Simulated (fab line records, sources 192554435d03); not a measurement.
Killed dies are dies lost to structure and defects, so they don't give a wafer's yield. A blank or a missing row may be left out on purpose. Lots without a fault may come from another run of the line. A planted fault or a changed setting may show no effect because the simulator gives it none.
fab line records | flow n5_finfet
record lots=5 wafers=15 last_day=19
route steps=1938 shown SD_EPI_N@276 SD_EPI_P@295 BEOL_M4@1111 PASSIVATION@1936
lots that met no fault: from a run of the same line without faults
start_h: hours from the record's first day to the start of the lot's first wafer shown | wait_h: hours since the lot's step before | " the same as in the row above | L1.1+2: a row that stands for several wafers | - no value, or no start given | * or withheld: withheld | < > ~ a bound
route shown NAME@n: a module of which the file shows steps, and the number in the route of the first | usual: mean/standard deviation of fault-free wafers | same: alike in all rows | chamber/n: place in a boat | sites: the reading at each site | _std_site: their standard deviation | _edge_site: outer sites' mean less inner sites' | radius_mm: how far each site lies from the wafer's centre | mask NAME#n: copy n | behind: the tool/chamber that last shaped the wafer | hold: why the lot was held/for how many hours/how that ended | device: the transistor (n, p or np) that didn't switch | end of line: the same wafers' tests at the end of the route | a step without rows: its recipe alone | killed: dies lost to structure and defects at the first sort, not the wafer's yield | map: a wafer's dies, x killed, . not, _ none there
set.NAME: the setting as run; set.NAME@STEP: as run at that earlier step | model.NAME: the simulator's own value behind a step, which no gauge read
lots at some steps of the route; a table a step, a row a wafer
services: from which hour (start_h, from the record's first day; less than 0 if before it) a tool's chamber was out of use, for how many hours, and why
## steps
# step N5_SD_EPI_N_STRIP_36
# recipe chemistry=N2/H2 temp_c=40 n2_flow_sccm=200 h2_flow_sccm=200 rf_frequency_hz=6e+07
# step N5_SD_EPI_N_ETCHBACK_44
# recipe chemistry=CH3F/O2 mode=anisotropic_etchback target=SiNx target_depth_a=145 stop_on=SiO2 over_etch_frac=0.3 ion_energy_ev=120 pressure_mtorr=30 source_w=395 bias_w=73 Ar_flow_sccm=150 CH3F_flow_sccm=30 O2_flow_sccm=20
# step N5_SD_EPI_N_ETCH_45
# recipe chemistry=CH3F/O2 target=SiOCN target_depth_a=60 mask_material=SOC ion_energy_ev=60 bias_w=29 pressure_mtorr=15 source_w=410 Ar_flow_sccm=150 CH3F_flow_sccm=30 O2_flow_sccm=20
# step N5_SD_EPI_N_ETCH_16
# recipe chemistry=CHF3/O2 target=SiO2 target_depth_a=50 mask_material=SOC pressure_mtorr=30 source_w=650 bias_w=170 Ar_flow_sccm=200 CHF3_flow_sccm=50 O2_flow_sccm=5 ion_energy_ev=200
# step N5_SD_EPI_N_STRIP_47
# recipe chemistry=CHF3/O2 resist=SiARC rf_frequency_hz=6e+07
# step N5_SD_EPI_N_SD_RECESS_17
# recipe chemistry=HBr/Cl2/O2 target_depth_a=410 mask_material=SOC time_s=23.7 bt_time_s=3 pressure_mtorr=10 icp_w=800 bias_w=112 HBr_flow_sccm=150 Cl2_flow_sccm=80 O2_flow_sccm=12
# step N5_SD_EPI_N_STRIP_38
# recipe chemistry=N2/H2 power_w=1000 temp_c=250 h2_frac=0.65 overash_fraction=0.3 pressure_mtorr=withheld n2_flow_sccm=1750 h2_flow_sccm=3250
# step N5_SD_EPI_N_WET_ETCH_43
# recipe chemistry=dHF dilution=withheld time_s=14 target=SiO2 target_depth_a=15 temp_c=25
# step N5_SD_EPI_N_STRIP_18
# recipe chemistry=SPM time_s=750 temp_c=130 h2so4_h2o2_vol_ratio=4
# step N5_SD_EPI_N_SRD_20
# recipe dry=ipa_marangoni do_ppb=5 time_s=30 temp_c=23 rinse_liquid=diw
# step N5_SD_EPI_N_PRECLEAN_48
# recipe chemistry=NF3:NH3 afs_cycles=2 temp_c=30 time_s=20 sublimation_temp_c=180 sublimation_time_s=60 pressure_torr=3 rf_power_w=30
# step N5_SD_EPI_N_VAPOR_ETCH_50
# recipe chemistry=HCl target=Si temp_c=775 time_s=54 pressure_torr=20 mode=isotropic
# step N5_SD_EPI_N_EPI_21
# recipe material=Si:P dopant=P temp_c=680 pressure_torr=255 time_s=690
# usual susceptor_temp_C=680.02/0.27
# columns lot.wafer tool chamber start_h wait_h susceptor_temp_C
L278.1 epi_rpcvd-01 0 104.73 0.1 680.36
L278.2 " 0 " " 680.30
L278.6 " 0 106.13 1.4 680.19
L279.1 epi_rpcvd-01 0 110.22 0.2 680.52
L279.3 " 0 " " 680.11
L279.6 " 0 112.71 2.5 680.77
L280.1 epi_rpcvd-01 0 115.87 0.2 679.82
L280.5 " 0 117.36 1.5 679.74
L280.6 " 0 " " 680.00
L285.1 epi_rpcvd-01 0 146.82 0.1 680.10
L285.4 " 0 " " 680.09
L285.5 " 0 " " 679.97
L289.4 epi_rpcvd-03 0 177.58 1.2 680.19
L289.5 " 0 " " 679.98
L289.6 " 0 " " 680.20
# step N5_SD_EPI_N_PRECLEAN_24
# recipe chemistry=O3/DIW time_s=60 temp_c=22 o3_ppm=10
# step N5_SD_EPI_N_SRD_25
# recipe time_s=30 temp_c=23 rinse_liquid=diw dry=ipa_marangoni
# step N5_SD_EPI_N_PRECLEAN_49
# recipe chemistry=NF3:NH3 afs_cycles=1 temp_c=30 time_s=20 sublimation_temp_c=180 sublimation_time_s=60 pressure_torr=3 rf_power_w=30
# step N5_SD_EPI_N_LINER_46
# recipe material=SiNx target_thk_a=30 temp_c=400 ald_precursor_family=SiH2I2 ald_co_reactant=N2/H2-plasma pressure_torr=2
# step N5_SD_EPI_N_INSPECT_26
# recipe inspect_instrument=darkfield mode=post_epi
# usual raw_defect_count=185/35
# columns lot.wafer tool chamber start_h wait_h raw_defect_count
L278.1 defect_inspect-02 - 107.20 0.1 185
L278.2 " - " " 198
L278.6 " - " " 193
L279.1 defect_inspect-01 - 113.90 0.1 1368
L279.3 " - " " 1356
L279.6 " - " " 1314
L280.1 defect_inspect-02 - 118.71 0.1 1359
L280.5 " - " " 1269
L280.6 " - " " 1407
L285.1 defect_inspect-01 - 149.09 0.1 1351
L285.4 " - " " 1299
L285.5 " - " " 1413
L289.4 defect_inspect-01 - 179.35 0.1 259
L289.5 " - " " 225
L289.6 " - " " 225
# step N5_SD_EPI_P_COAT_34
# recipe resist=SOC temp_c=250 time_s=60 spin_rpm=1500 resist_thk_nm=350
# step N5_SD_EPI_P_COAT_35
# recipe resist=SiARC temp_c=220 time_s=60 spin_rpm=1500 resist_thk_nm=35
# step N5_SD_EPI_P_COAT_03
# recipe resist=CAR-ArF-block spin_rpm=1500 resist_thk_nm=150
# step N5_SD_EPI_P_EBR_05
# recipe solvent=PGMEA ebr_width_mm=1.5
# step N5_SD_EPI_P_SOFTBAKE_04
# recipe temp_c=110 time_s=60 resist=CAR-ArF-block
# step N5_SD_EPI_P_EXPOSE_06
# recipe mask_id=SD_P_BLK na=1.35 source_shape=conventional sigma_outer=0.8 polarization=unpolarized target_cd_nm=240 dose_mj=39.5
# step N5_SD_EPI_P_PEB_07
# recipe peb_temp_c=110 peb_time_s=60 resist=CAR-ArF-block
# step N5_SD_EPI_P_DEVELOP_08
# recipe develop_time_s=30 developer=TMAH resist=CAR-ArF-block dev_temp_c=23 rinse_liquid=diw dry=air_spin
# step N5_SD_EPI_P_INSPECT_11
# recipe mode=adi inspect_instrument=macro
# usual raw_defect_count=1.9/1.4
# columns lot.wafer tool chamber start_h wait_h raw_defect_count
L278.1 defect_inspect-01 - 107.65 0.0 2
L278.2 " - " " 4
L278.6 " - " " 3
L279.1 defect_inspect-02 - 114.35 0.0 >300
L279.3 " - " " >300
L279.6 " - " " >300
L280.1 defect_inspect-02 - 119.16 0.0 >300
L280.5 " - " " >300
L280.6 " - " " >300
L285.1 defect_inspect-01 - 149.54 0.0 >300
L285.4 " - " " >300
L285.5 " - " " >300
L289.4 defect_inspect-01 - 179.80 0.0 0
L289.5 " - " " 0
L289.6 " - " " 1
# step N5_SD_EPI_P_DESCUM_14
# recipe chemistry=O2 time_s=7.9 source_power_w=50 bias_power_w=20 pressure_mtorr=20 rf_frequency_hz=2.712e+07 temp_c=40 resist=CAR-ArF-block o2_flow_sccm=225
# step N5_BEOL_M4_RC_MEAS_101
# usual DIBL_N=36.6/1.3 DIBL_P=36.4/1.4 IOFF_N=0.167/0.023 IOFF_P=0.219/0.029 ION_N=678/8.7 ION_P=464/6.4 SS_N=71.5/0.53 SS_P=73.4/0.57 VT_N=248.5/2.8 VT_P=-249/3.1
# columns lot.wafer tool chamber start_h wait_h DIBL_N[mV/V] DIBL_P[mV/V] IOFF_N[nA/um] IOFF_P[nA/um] ION_N[uA/um] ION_P[uA/um] SS_N[mV/dec] SS_P[mV/dec] VT_N[mV] VT_P[mV]
L280.1 prober-01 0 254.70 0.0 33.7 34.7 0.145 0.229 679 470 71.3 72.7 250.3 -244
L280.5 " 0 " " 35.5 36.4 0.177 0.247 688 469 71.3 73.7 247.6 -245
L280.6 " 0 " " 33.3 34.6 0.134 0.224 666 465 70.5 73.0 252.9 -245
L279.1 prober-01 0 283.19 0.0 36.5 36.2 0.178 0.202 677 461 71.8 72.7 246.3 -249
L279.3 " 0 " " 35.3 35.3 0.153 0.196 667 459 71.9 73.3 248.6 -250
L279.6 " 0 " " 37.0 37.4 0.185 0.225 681 460 71.5 73.7 243.9 -249
L278.1 prober-01 0 300.00 0.0 36.7 38.2 0.209 0.269 681 470 71.9 73.9 245.7 -246
L278.2 " 0 " " 36.2 37.5 0.190 0.247 682 466 71.6 73.7 246.2 -246
L278.6 " 0 " " 37.3 39.1 0.214 0.276 679 467 72.0 74.4 246.3 -247
L285.1 prober-01 0 317.01 0.0 37.2 37.2 0.163 0.187 680 456 72.4 73.7 249.8 -254
L285.4 " 0 " " 37.2 35.9 0.156 0.166 675 453 71.6 73.3 249.5 -256
L285.5 " 0 " " 35.4 35.4 0.139 0.165 676 454 71.5 72.6 250.3 -256
L289.4 prober-01 0 334.99 0.5 36.9 35.3 0.148 0.176 676 458 71.3 73.2 249.4 -254
L289.5 " 0 " " 37.7 36.3 0.158 0.191 680 457 71.2 73.0 250.6 -251
L289.6 " 0 " " 37.2 35.9 0.148 0.179 669 458 71.5 73.4 251.7 -255
# step N5_PASSIVATION_PROBE_49
# usual defect_limited_yield=91.6/1.6 killed_at_M0_to_M3=32/9.7 killed_at_M4_up=13/4.4 killed_at_contacts=12/6.5 killed_at_front_end=38/12 killed_at_other=3.7/3 killed_dies=99/18 killed_on_rim=13/3.9 killed_open=66/14 killed_short=32/7.5 sort_bin_5_function=4.9/1 sort_bin_6_memory=3.2/0.73 sort_n_pass=1081/18 sort_yield_pct=91.6/1.6
# same gross_dies=1180 killed_at_back_side=0 sort_bin_4_leakage[%]=0 sort_bin_8_speed[%]=0
# columns lot.wafer tool chamber start_h wait_h defect_limited_yield[%] killed_at_M0_to_M3 killed_at_M4_up killed_at_contacts killed_at_front_end killed_at_other killed_dies killed_on_rim killed_open killed_short sort_bin_5_function[%] sort_bin_6_memory[%] sort_n_pass sort_yield_pct[%]
L280.1 prober-01 - 353.40 0.0 84.5 25 6 6 144 2 183 22 45 16 9.3 3.0 997 84.5
L280.5 prober-01 - 353.60 0.2 84.1 35 6 5 138 4 188 21 48 19 10.2 2.8 992 84.1
L280.6 prober-01 - 353.65 0.3 82.3 35 12 3 152 7 209 25 60 22 9.8 4.1 971 82.3
L279.1 prober-02 - 393.31 0.0 82.5 31 17 9 149 0 206 26 44 36 10.8 3.3 974 82.5
L279.3 prober-02 - 393.41 0.1 81.5 39 11 10 153 5 218 33 55 34 10.7 4.0 962 81.5
L279.6 prober-02 - 393.56 0.3 81.0 35 13 14 157 5 224 30 69 34 12.3 2.9 956 81.0
L285.1 prober-01 - 419.29 0.0 83.2 25 14 5 148 6 198 24 55 21 9.7 3.3 982 83.2
L285.4 prober-01 - 419.44 0.2 82.8 28 12 6 154 3 203 22 57 24 10.5 3.2 977 82.8
L285.5 prober-01 - 419.49 0.2 84.5 20 9 11 140 3 183 22 40 21 8.7 3.1 997 84.5
# killed by level:class
L280.1 SD_EPI_N:unspecified=122 BEOL_M1:geometric_particle:open=6 DUMMY_GATE:geometric_particle:open=5 MOL_CONTACT_COAG:geometric_particle:open=4 BEOL_M3:geometric_particle:open=4 BEOL_M0_SAQP:geometric_particle:open=3 BEOL_M0_SAQP:geometric_particle:short=3 BEOL_M0:geometric_particle:open=3
L280.5 SD_EPI_N:unspecified=121 BEOL_M0:geometric_particle:open=13 BEOL_M1:geometric_particle:open=7 BEOL_M3:geometric_particle:open=5 DUMMY_GATE:geometric_particle:open=4 MOL_CONTACT_COAG:geometric_particle:open=4 FIN_SAQP:geometric_particle:short=3 BEOL_M0_SAQP:geometric_particle:short=3
L280.6 SD_EPI_N:unspecified=127 BEOL_M0_SAQP:geometric_particle:short=7 FIN_SAQP:geometric_particle:open=6 STI_FIN_REVEAL:geometric_particle:open=6 BEOL_M0_SAQP:geometric_particle:open=6 BEOL_M4:geometric_particle:open=6 BEOL_M0:geometric_particle:open=5 PAD_METAL:geometric_particle:open=5
L279.1 SD_EPI_N:unspecified=126 BEOL_M0_SAQP:geometric_particle:short=13 BEOL_M4:geometric_particle:open=9 MOL_CONTACT_COAG:geometric_particle:open=7 BEOL_M1:geometric_particle:open=4 BEOL_M1:geometric_particle:short=4 FIN_SAQP:geometric_particle:short=3 GATE_CUT:geometric_particle:short=3
L279.3 SD_EPI_N:unspecified=129 BEOL_M0_SAQP:geometric_particle:open=9 BEOL_M0_SAQP:geometric_particle:short=9 MOL_CONTACT_COAG:geometric_particle:open=8 FIN_SAQP:geometric_particle:open=7 BEOL_M2:geometric_particle:open=6 BEOL_M4:geometric_particle:open=6 DUMMY_GATE:geometric_particle:open=4
L279.6 SD_EPI_N:unspecified=121 FIN_SAQP:geometric_particle:short=11 MOL_CONTACT_COAG:geometric_particle:open=10 BEOL_M4:geometric_particle:open=8 BEOL_M3:geometric_particle:open=7 BEOL_M0_SAQP:geometric_particle:short=6 STI_FIN_REVEAL:geometric_particle:open=6 BEOL_M0_SAQP:geometric_particle:open=6
L285.1 SD_EPI_N:unspecified=121 BEOL_M3:geometric_particle:open=12 MOL_CONTACT_COAG:geometric_particle:open=5 FIN_SAQP:geometric_particle:open=4 FIN_SAQP:geometric_particle:short=4 BEOL_M0_SAQP:geometric_particle:open=4 DUMMY_GATE:geometric_particle:open=4 BEOL_M4:geometric_particle:open=4
L285.4 SD_EPI_N:unspecified=120 FIN_SAQP:geometric_particle:open=8 BEOL_M0_SAQP:geometric_particle:open=7 BEOL_M3:geometric_particle:open=7 FIN_SAQP:geometric_particle:short=6 ILD0:geometric_particle:short=4 MOL_CONTACT_COAG:geometric_particle:open=4 BEOL_M0_SAQP:geometric_particle:short=4
L285.5 SD_EPI_N:unspecified=122 MOL_CONTACT_COAG:geometric_particle:open=9 BEOL_M0_SAQP:geometric_particle:open=4 BEOL_M2:geometric_particle:open=4 BEOL_M3:geometric_particle:open=4 STI_FIN_REVEAL:geometric_particle:open=3 DUMMY_GATE:geometric_particle:open=3 BEOL_M0_SAQP:geometric_particle:short=3
# map L279.6 (x killed, . not)
_________________............________________
______________..x.........x....._____________
___________...........x............__________
__________.............x.....x......_________
________..x..........x..x......x.x...._______
_______...x..x..x......................______
______x....................x.x.........._____
_____..x.x............x.................x____
____xxx.........x......x..x...............___
___xxx.x.xx....xx..........................__
___xxxxxxx...x.............................__
__xxxxxxxx...x..xx.......x............x....._
__xxxxxxxxxxx.xx...x.....x...x....x........._
_xxxxxxxxxxx.x...x....x............x.........
_xxxxxxxxxxxx..x.x..............x...x....xx..
_xxxxxxxxxxxx...........x.x............x.....
_xxxxxxxxxxx...........x...................x.
_xxxxxxxxxx.xx...............................
_xxxxxxxxx...x...x.............x.............
_xxxxxxx.xx..x........x......................
_x..x..............x..x.......x....x....x....
__x....x.xx........x..x..................x.._
__.x.........x...........x...x.x............_
___.xx.xx.....x.x.......x..x.........x.....__
___x.......xx....................xx........__
____xx..x..................x..............___
_____.......x..................x.........____
______.......x...............x.x.....x.x_____
_______........x........x..x....x......______
________...x...............x.........._______
__________.....x...................._________
___________...............x......xx__________
______________.............x...._____________
_________________........x...________________
# map L280.6 (x killed, . not)
_________________............________________
______________.....x....x......x_____________
___________............x...........__________
__________.....x..................x._________
________.............................._______
_______...........x..............x.....______
______...........x.................x...._____
_____x....x...................x.xx...xx..____
____xxxx.....x............................___
___xxxxxxx.................................__
___xxxxxxxxx.................x.............__
__xxxxxxxxxx.xx.....x.....................x._
__xxxxxxxxxxxx.x...x..x.....x..............._
_xxxxxxxxxxxx..........x.............xx.x....
_xxxxxxxxxxxx.............x...x..............
_xxxxxxxxxxx..xx.....................x.......
_xxxxxxxxxxxx...............x....x...........
_xxxxxxxxxxx.x....................x......x...
_xxxxxxxxxxx.......xx....x...................
_xx.xx.xx......x.....x.......................
_..x.x.xx.x......x..x....x...x..x............
__.xx..........x........x.............x.x..._
__....x....................x...x............_
___........................................__
___.................................x.....x__
____.............................x...x....___
_____....xx.........x.x..................____
______.....xx...x...................xx.x_____
_______...x...x..............x.........______
________.xx......x..x................._______
__________............x.....x...x..._________
___________..x.............x.......__________
______________...........x......_____________
_________________............________________
## services
# columns tool chamber start_h hours kind
epi_rpcvd-03 - 100.86 2.8 pm
epi_rpcvd-01 - 106.64 2.8 pm
epi_rpcvd-01 - 161.15 14.6 pm
## key
first_sign step=N5_SD_EPI_N_INSPECT_26 reading=raw_defect_count direction=up sigmas=33 usual=185 struck=1348
effect step=N5_SD_EPI_P_INSPECT_11 reading=raw_defect_count direction=up sigmas=99+ usual=1.9 struck=>300
effect step=N5_PASSIVATION_PROBE_49 reading=killed_at_front_end direction=up sigmas=9.2 usual=38 struck=148
more_kills_born_at N5_SD_EPI_N_EPI_21@epi_rpcvd-01=1109
met_at N5_SD_EPI_N_EPI_21
struck_wafers L279.1,L279.3,L279.6,L280.1,L280.5,L280.6,L285.1,L285.4,L285.5
fault kind=chamber_particle_source tool=epi_rpcvd-01 chamber=- onset_h=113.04 steps=N5_SD_EPI_N_EPI_21 rate_per_visit_cm2=1.7562 end_h=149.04
